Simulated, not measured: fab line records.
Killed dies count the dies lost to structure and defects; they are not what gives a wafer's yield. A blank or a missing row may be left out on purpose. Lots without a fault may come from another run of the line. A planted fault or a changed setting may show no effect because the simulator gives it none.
Matching of chambers | flow n5_finfet | N5_BEOL_M0_SAQP_ETCH_84 on rie_diel-04: 4 sister chambers
The step etches SOC in N2/H2, target depth 100 nm, overetch 20 nm, time 150 s. 4 wafers are shown with their chamber, then 12 later ones without.

## WAFERS PAIRED WITH THEIR CHAMBERS
wafer  | chamber | showerhead_plenum_p_Torr (Torr)
L083.2 | 2       | 2.42
L085.1 | 1       | 2.62
L085.2 | 3       | 2.62
L085.4 | 0       | 2.57

## WAFERS MISSING THEIR CHAMBER
wafer  | showerhead_plenum_p_Torr (Torr)
L090.1 | 2.57
L090.2 | 2.62
L090.5 | 2.62
L091.2 | 2.57
L091.4 | 2.62
L091.6 | 2.62
L093.1 | 2.42
L093.2 | 2.62
L093.5 | 2.62
L096.1 | 2.61
L096.4 | 2.56
L096.5 | 2.61

## CHAMBER TAKEN BY EACH
wafer  | from the rows above     | in truth
L090.1 | 0                       | 0
L090.2 | can't be placed: 1 or 3 | 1
L090.5 | can't be placed: 1 or 3 | 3
L091.2 | 0                       | 0
L091.4 | can't be placed: 1 or 3 | 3
L091.6 | can't be placed: 1 or 3 | 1
L093.1 | 2                       | 2
L093.2 | can't be placed: 1 or 3 | 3
L093.5 | can't be placed: 1 or 3 | 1
L096.1 | can't be placed: 1 or 3 | 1
L096.4 | 0                       | 0
L096.5 | can't be placed: 1 or 3 | 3
Correctly placed: 4 of 12. Not placeable from these rows: 8 (in 8, the candidates include the true chamber). Wrongly placed: 0.
How it was worked out, from the rows above alone: a wafer's distance from a chamber is the root of the sum, over the readings, of the square of ((its reading less the chamber's mean) divided by the reading's scatter). The wafer belongs to the nearest chamber; if the next one is less than 2 further off, it can't be placed. Each chamber's mean is taken over the wafers shown for it. The scatter: root of mean squared gap, hidden wafer to nearest shown wafer, with one shown wafer a chamber.
